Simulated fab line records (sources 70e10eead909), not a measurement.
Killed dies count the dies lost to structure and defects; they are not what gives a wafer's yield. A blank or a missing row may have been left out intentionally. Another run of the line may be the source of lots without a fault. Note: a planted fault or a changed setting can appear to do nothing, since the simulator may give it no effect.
The tool behind it: which one? / flow nand harc / 15 lots, 45 wafers sampled, at 5 steps of a route of 1302

WHAT THE GAUGES READ, wafer by wafer
NHARC_A_CONTACT_INSPECT_23. Usual: raw defect count 542, standard deviation 140.
lot=L589; measured=day 21 17:44; on=defect inspect-02; raw defect count=550 594 573; flag=
lot=L591; measured=day 22 06:23; on=defect inspect-01; raw defect count=803 536 475; flag=
lot=L588; measured=day 22 07:50; on=defect inspect-01; raw defect count=455 479 740; flag=
lot=L594; measured=day 23 16:12; on=defect inspect-02; raw defect count=507 939 463; flag=
lot=L593; measured=day 23 17:10; on=defect inspect-02; raw defect count=243 267 326; flag=
lot=L595; measured=day 25 01:01; on=defect inspect-01; raw defect count=629 525 550; flag=
lot=L600; measured=day 26 03:58; on=defect inspect-01; raw defect count=405 552 539; flag=
lot=L601; measured=day 26 11:38; on=defect inspect-02; raw defect count=575 716 750; flag=
lot=L602; measured=day 27 05:26; on=defect inspect-01; raw defect count=444 535 659; flag=
lot=L605; measured=day 28 02:17; on=defect inspect-01; raw defect count=694 592 461; flag=
lot=L607; measured=day 28 18:24; on=defect inspect-02; raw defect count=479 555 619; flag=
lot=L609; measured=day 30 00:22; on=defect inspect-02; raw defect count=385 479 503; flag=
lot=L608; measured=day 30 01:27; on=defect inspect-01; raw defect count=498 424 501; flag=
lot=L611; measured=day 31 02:22; on=defect inspect-02; raw defect count=471 570 617; flag=
lot=L610; measured=day 31 07:06; on=defect inspect-01; raw defect count=419 368 401; flag=

WHAT TOOL EACH LOT RAN ON (gives the tool, then ch and the chambers of the sampled wafers, and finally the start)
lot=L589; NHARC_A_CONTACT_ETCH_136=har cap etch-01 ch 0,1, day 21 13:40; NHARC_A_CONTACT_STRIP_26=rie diel-03 ch 0,1,3, day 21 16:26 or earlier; NHARC_A_CONTACT_CVD_19=cvd w-02 ch 0,1, day 21 16:26; NHARC_A_CONTACT_CMP_20=cmp-01 ch 0,1,3, day 21 17:19
lot=L591; NHARC_A_CONTACT_ETCH_136=har cap etch-03 ch 0,1, day 22 02:05; NHARC_A_CONTACT_STRIP_26=rie diel-07 ch 1,2, day 22 05:27 or earlier; NHARC_A_CONTACT_CVD_19=cvd w-02 ch 0,1, day 22 05:27; NHARC_A_CONTACT_CMP_20=cmp-03 ch 0,1,3, day 22 06:01
lot=L588; NHARC_A_CONTACT_ETCH_136=har cap etch-02 ch 0,1, day 22 03:55; NHARC_A_CONTACT_STRIP_26=rie diel-07 ch 0,2, day 22 06:47 or earlier; NHARC_A_CONTACT_CVD_19=cvd w-01 ch 0,1, day 22 06:47; NHARC_A_CONTACT_CMP_20=cmp-03 ch 1,2, day 22 07:26
lot=L594; NHARC_A_CONTACT_ETCH_136=har cap etch-01 ch 0,1, day 23 11:53; NHARC_A_CONTACT_STRIP_26=rie diel-07 ch 0,1, day 23 15:10 or earlier; NHARC_A_CONTACT_CVD_19=cvd w-01 ch 0,1, day 23 15:10; NHARC_A_CONTACT_CMP_20=cmp-03 ch 0,1,2, day 23 15:51
lot=L593; NHARC_A_CONTACT_ETCH_136=har cap etch-02 ch 0,1, day 23 13:08; NHARC_A_CONTACT_STRIP_26=rie diel-03 ch 1,3, day 23 15:59 or earlier; NHARC_A_CONTACT_CVD_19=cvd w-02 ch 0,1, day 23 15:59; NHARC_A_CONTACT_CMP_20=cmp-04 ch 0,1, day 23 16:46
lot=L595; NHARC_A_CONTACT_ETCH_136=har cap etch-01 ch 0,1, day 24 20:59; NHARC_A_CONTACT_STRIP_26=rie diel-05 ch 1,3, day 24 23:44 or earlier; NHARC_A_CONTACT_CVD_19=cvd w-01 ch 0, day 24 23:44; NHARC_A_CONTACT_CMP_20=cmp-03 ch 1,2, day 25 00:37
lot=L600; NHARC_A_CONTACT_ETCH_136=har cap etch-01 ch 0,1, day 25 23:52; NHARC_A_CONTACT_STRIP_26=rie diel-07 ch 0,2,3, day 26 02:41 or earlier; NHARC_A_CONTACT_CVD_19=cvd w-02 ch 0,1, day 26 02:41; NHARC_A_CONTACT_CMP_20=cmp-04 ch 1,3, day 26 03:36
lot=L601; NHARC_A_CONTACT_ETCH_136=har cap etch-03 ch 0,1, day 26 06:52; NHARC_A_CONTACT_STRIP_26=rie diel-05 ch 0,1,2, day 26 09:37 or earlier; NHARC_A_CONTACT_CVD_19=cvd w-01 ch 0, day 26 09:37; NHARC_A_CONTACT_CMP_20=cmp-01 ch 0,1,3, day 26 11:14
lot=L602; NHARC_A_CONTACT_ETCH_136=har cap etch-03 ch 0,1, day 27 01:31; NHARC_A_CONTACT_STRIP_26=rie diel-03 ch 0,1,3, day 27 04:23 or earlier; NHARC_A_CONTACT_CVD_19=cvd w-01 ch 0,1, day 27 04:23; NHARC_A_CONTACT_CMP_20=cmp-04 ch 2,3, day 27 05:04
lot=L605; NHARC_A_CONTACT_ETCH_136=har cap etch-02 ch 0,1, day 27 22:18; NHARC_A_CONTACT_STRIP_26=rie diel-07 ch 0,2,3, day 28 00:59 or earlier; NHARC_A_CONTACT_CVD_19=cvd w-01 ch 0,1, day 28 00:59; NHARC_A_CONTACT_CMP_20=cmp-03 ch 2,3, day 28 01:54
lot=L607; NHARC_A_CONTACT_ETCH_136=har cap etch-02 ch 0,1, day 28 14:26; NHARC_A_CONTACT_STRIP_26=rie diel-07 ch 0,1, day 28 17:14 or earlier; NHARC_A_CONTACT_CVD_19=cvd w-01 ch 0,1, day 28 17:14; NHARC_A_CONTACT_CMP_20=cmp-03 ch 0,2,3, day 28 18:04
lot=L609; NHARC_A_CONTACT_ETCH_136=har cap etch-02 ch 1, day 29 20:19; NHARC_A_CONTACT_STRIP_26=rie diel-07 ch 0,3, day 29 23:04 or earlier; NHARC_A_CONTACT_CVD_19=cvd w-01 ch 0,1, day 29 23:04; NHARC_A_CONTACT_CMP_20=cmp-03 ch 0,1, day 29 23:58
lot=L608; NHARC_A_CONTACT_ETCH_136=har cap etch-03 ch 0,1, day 29 21:25; NHARC_A_CONTACT_STRIP_26=rie diel-07 ch 0,1,2, day 30 00:09 or earlier; NHARC_A_CONTACT_CVD_19=cvd w-02 ch 0,1, day 30 00:09; NHARC_A_CONTACT_CMP_20=cmp-03 ch 1,3, day 30 01:02
lot=L611; NHARC_A_CONTACT_ETCH_136=har cap etch-01 ch 0,1, day 30 21:49; NHARC_A_CONTACT_STRIP_26=rie diel-07 ch 1,2, day 31 01:04 or earlier; NHARC_A_CONTACT_CVD_19=cvd w-01 ch 0,1, day 31 01:04; NHARC_A_CONTACT_CMP_20=cmp-01 ch 0,3, day 31 01:58
lot=L610; NHARC_A_CONTACT_ETCH_136=har cap etch-02 ch 0,1, day 31 03:04; NHARC_A_CONTACT_STRIP_26=rie diel-07 ch 1,2,3, day 31 05:56 or earlier; NHARC_A_CONTACT_CVD_19=cvd w-01 ch 0,1, day 31 05:56; NHARC_A_CONTACT_CMP_20=cmp-01 ch 0,1,2, day 31 06:43
- NHARC_A_CONTACT_ETCH_136: etches the open film in C4F8/O2/Ar, time 311 s, target depth 1912 nm.
- NHARC_A_CONTACT_STRIP_26: strips in O2.
- NHARC_A_CONTACT_CVD_19: deposits W, target thk 300 nm, time 802 s.
- NHARC_A_CONTACT_CMP_20: polishes, t overpolish 30 s, target thk 300 nm.

WHAT THE TOOLS THEMSELVES READ (means of the sampled wafers that have a number; where no wafer has one, the mark that the record gives instead)
NHARC_A_CONTACT_STRIP_26. Usual: drypump motor current A 5.8 A, standard deviation 0.31; oes product au 1.000 a.u., standard deviation 0.0072; rf vpp V 57.9 V, standard deviation 0.99; showerhead plenum p Torr 3.54 Torr, standard deviation 0.19; throttle valve pct 17.037 %, standard deviation 0.0091.
lot=L589; tool=rie diel-03; drypump motor current A (A)=5.7; oes product au (a.u.)=1.004; rf vpp V (V)=57.2; showerhead plenum p Torr (Torr)=3.51; throttle valve pct (%)=17.041; flag=
lot=L591; tool=rie diel-07; drypump motor current A (A)=5.9; oes product au (a.u.)=1.001; rf vpp V (V)=57.7; showerhead plenum p Torr (Torr)=3.50; throttle valve pct (%)=17.038; flag=
lot=L588; tool=rie diel-07; drypump motor current A (A)=6.0; oes product au (a.u.)=0.989; rf vpp V (V)=58.0; showerhead plenum p Torr (Torr)=3.69; throttle valve pct (%)=17.036; flag=
lot=L594; tool=rie diel-07; drypump motor current A (A)=5.9; oes product au (a.u.)=1.005; rf vpp V (V)=58.9; showerhead plenum p Torr (Torr)=3.71; throttle valve pct (%)=17.037; flag=
lot=L593; tool=rie diel-03; drypump motor current A (A)=6.0; oes product au (a.u.)=1.004; rf vpp V (V)=57.8; showerhead plenum p Torr (Torr)=3.49; throttle valve pct (%)=17.035; flag=
lot=L595; tool=rie diel-05; drypump motor current A (A)=5.2; oes product au (a.u.)=1.006; rf vpp V (V)=58.1; showerhead plenum p Torr (Torr)=3.66; throttle valve pct (%)=17.042; flag=
lot=L600; tool=rie diel-07; drypump motor current A (A)=5.8; oes product au (a.u.)=1.011; rf vpp V (V)=57.8; showerhead plenum p Torr (Torr)=3.51; throttle valve pct (%)=17.039; flag=
lot=L601; tool=rie diel-05; drypump motor current A (A)=5.9; oes product au (a.u.)=0.992; rf vpp V (V)=58.4; showerhead plenum p Torr (Torr)=3.71; throttle valve pct (%)=17.032; flag=
lot=L602; tool=rie diel-03; drypump motor current A (A)=5.7; oes product au (a.u.)=0.997; rf vpp V (V)=58.3; showerhead plenum p Torr (Torr)=3.49; throttle valve pct (%)=17.040; flag=
lot=L605; tool=rie diel-07; drypump motor current A (A)=5.9; oes product au (a.u.)=1.002; rf vpp V (V)=58.1; showerhead plenum p Torr (Torr)=3.51; throttle valve pct (%)=17.038; flag=
lot=L607; tool=rie diel-07; drypump motor current A (A)=5.9; oes product au (a.u.)=0.990; rf vpp V (V)=58.1; showerhead plenum p Torr (Torr)=3.60; throttle valve pct (%)=17.038; flag=
lot=L609; tool=rie diel-07; drypump motor current A (A)=5.7; oes product au (a.u.)=0.999; rf vpp V (V)=56.8; showerhead plenum p Torr (Torr)=3.45; throttle valve pct (%)=17.032; flag=
lot=L608; tool=rie diel-07; drypump motor current A (A)=5.9; oes product au (a.u.)=0.993; rf vpp V (V)=56.9; showerhead plenum p Torr (Torr)=3.58; throttle valve pct (%)=17.034; flag=
lot=L611; tool=rie diel-07; drypump motor current A (A)=6.0; oes product au (a.u.)=1.003; rf vpp V (V)=58.0; showerhead plenum p Torr (Torr)=3.46; throttle valve pct (%)=17.030; flag=
lot=L610; tool=rie diel-07; drypump motor current A (A)=5.8; oes product au (a.u.)=1.003; rf vpp V (V)=57.4; showerhead plenum p Torr (Torr)=3.41; throttle valve pct (%)=17.044; flag=

NHARC_A_CONTACT_CVD_19. Usual: chamber pressure Torr 40.02 Torr, standard deviation 0.099; heater power outer w 285 W, standard deviation 37; heater power w 484 W, standard deviation 71; susceptor temp C 300.00 C, standard deviation 0.18; throttle valve pct 7.93 %, standard deviation 0.26.
lot=L589; tool=cvd w-02; chamber pressure Torr (Torr)=40.13; heater power outer w (W)=285; heater power w (W)=519; susceptor temp C (C)=300.15; throttle valve pct (%)=8.19; flag=
lot=L591; tool=cvd w-02; chamber pressure Torr (Torr)=40.01; heater power outer w (W)=275; heater power w (W)=506; susceptor temp C (C)=300.27; throttle valve pct (%)=8.04; flag=
lot=L588; tool=cvd w-01; chamber pressure Torr (Torr)=40.05; heater power outer w (W)=283; heater power w (W)=465; susceptor temp C (C)=300.15; throttle valve pct (%)=7.92; flag=
lot=L594; tool=cvd w-01; chamber pressure Torr (Torr)=-; heater power outer w (W)=-; heater power w (W)=-; susceptor temp C (C)=-; throttle valve pct (%)=-; flag=OFF
lot=L593; tool=cvd w-02; chamber pressure Torr (Torr)=-; heater power outer w (W)=-; heater power w (W)=-; susceptor temp C (C)=-; throttle valve pct (%)=-; flag=OFF
lot=L595; tool=cvd w-01; chamber pressure Torr (Torr)=-; heater power outer w (W)=-; heater power w (W)=-; susceptor temp C (C)=-; throttle valve pct (%)=-; flag=OFF
lot=L600; tool=cvd w-02; chamber pressure Torr (Torr)=39.92; heater power outer w (W)=284; heater power w (W)=517; susceptor temp C (C)=299.95; throttle valve pct (%)=8.26; flag=
lot=L601; tool=cvd w-01; chamber pressure Torr (Torr)=40.13; heater power outer w (W)=240; heater power w (W)=390; susceptor temp C (C)=299.83; throttle valve pct (%)=7.83; flag=
lot=L602; tool=cvd w-01; chamber pressure Torr (Torr)=40.00; heater power outer w (W)=269; heater power w (W)=447; susceptor temp C (C)=299.93; throttle valve pct (%)=7.87; flag=
lot=L605; tool=cvd w-01; chamber pressure Torr (Torr)=40.12; heater power outer w (W)=305; heater power w (W)=500; susceptor temp C (C)=299.95; throttle valve pct (%)=7.81; flag=
lot=L607; tool=cvd w-01; chamber pressure Torr (Torr)=40.04; heater power outer w (W)=301; heater power w (W)=503; susceptor temp C (C)=300.03; throttle valve pct (%)=7.75; flag=
lot=L609; tool=cvd w-01; chamber pressure Torr (Torr)=39.95; heater power outer w (W)=303; heater power w (W)=502; susceptor temp C (C)=299.86; throttle valve pct (%)=7.93; flag=
lot=L608; tool=cvd w-02; chamber pressure Torr (Torr)=40.08; heater power outer w (W)=297; heater power w (W)=519; susceptor temp C (C)=300.15; throttle valve pct (%)=8.03; flag=
lot=L611; tool=cvd w-01; chamber pressure Torr (Torr)=40.11; heater power outer w (W)=275; heater power w (W)=450; susceptor temp C (C)=299.83; throttle valve pct (%)=7.73; flag=
lot=L610; tool=cvd w-01; chamber pressure Torr (Torr)=39.95; heater power outer w (W)=274; heater power w (W)=447; susceptor temp C (C)=300.07; throttle valve pct (%)=7.65; flag=

NHARC_A_CONTACT_CMP_20. Usual: motor current A 12.3 A, standard deviation 0.9; overpolish run s 29.999 s, standard deviation 0.0087; time to endpoint s 60.2 s, standard deviation 2.7.
lot=L589; tool=cmp-01; motor current A (A)=12.7; overpolish run s (s)=30.002; time to endpoint s (s)=60.4; flag=
lot=L591; tool=cmp-03; motor current A (A)=12.4; overpolish run s (s)=30.002; time to endpoint s (s)=58.3; flag=
lot=L588; tool=cmp-03; motor current A (A)=12.5; overpolish run s (s)=29.999; time to endpoint s (s)=57.5; flag=
lot=L594; tool=cmp-03; motor current A (A)=12.2; overpolish run s (s)=29.999; time to endpoint s (s)=1.5; flag=OFF
lot=L593; tool=cmp-04; motor current A (A)=12.7; overpolish run s (s)=30.004; time to endpoint s (s)=1.3; flag=OFF
lot=L595; tool=cmp-03; motor current A (A)=13.0; overpolish run s (s)=30.010; time to endpoint s (s)=1.7; flag=OFF
lot=L600; tool=cmp-04; motor current A (A)=11.7; overpolish run s (s)=29.993; time to endpoint s (s)=61.7; flag=
lot=L601; tool=cmp-01; motor current A (A)=12.9; overpolish run s (s)=29.997; time to endpoint s (s)=60.7; flag=
lot=L602; tool=cmp-04; motor current A (A)=11.3; overpolish run s (s)=29.995; time to endpoint s (s)=66.1; flag=
lot=L605; tool=cmp-03; motor current A (A)=12.0; overpolish run s (s)=30.003; time to endpoint s (s)=60.4; flag=
lot=L607; tool=cmp-03; motor current A (A)=12.2; overpolish run s (s)=30.005; time to endpoint s (s)=58.0; flag=
lot=L609; tool=cmp-03; motor current A (A)=12.1; overpolish run s (s)=29.999; time to endpoint s (s)=59.8; flag=
lot=L608; tool=cmp-03; motor current A (A)=11.8; overpolish run s (s)=29.995; time to endpoint s (s)=58.8; flag=
lot=L611; tool=cmp-01; motor current A (A)=13.6; overpolish run s (s)=30.003; time to endpoint s (s)=59.3; flag=
lot=L610; tool=cmp-01; motor current A (A)=12.7; overpolish run s (s)=29.997; time to endpoint s (s)=59.7; flag=

THE ANSWER, worked out from the rows above alone
Rule: take the mean of a lot's wafers that have a number; if it is more than 3 standard deviations from the usual mean, the lot is off. Also off: a lot with no number at a reading for which 4 or more lots have one. The other lots that the step has rows for count as sound. The gauges are gone through in route order, then the tools' own readings, and for those a lot's mean is taken as printed above. At the first step where some lot is off, the reading lying furthest off is the one used; lots without a number count as furthest.
Off: L594, L593, L595 (NHARC_A_CONTACT_CVD_19, chamber pressure Torr). Without a number there: L594, L593, L595.
If a tool, at that step or one of the process steps before it, ran each lot that is off and ran no sound lot following the first of them, it fits. With no start given for some of its lots, NHARC_A_CONTACT_STRIP_26 uses the hours and lot order of NHARC_A_CONTACT_CVD_19. None of those tried fits.

WHAT THE SIMULATOR PUT IN
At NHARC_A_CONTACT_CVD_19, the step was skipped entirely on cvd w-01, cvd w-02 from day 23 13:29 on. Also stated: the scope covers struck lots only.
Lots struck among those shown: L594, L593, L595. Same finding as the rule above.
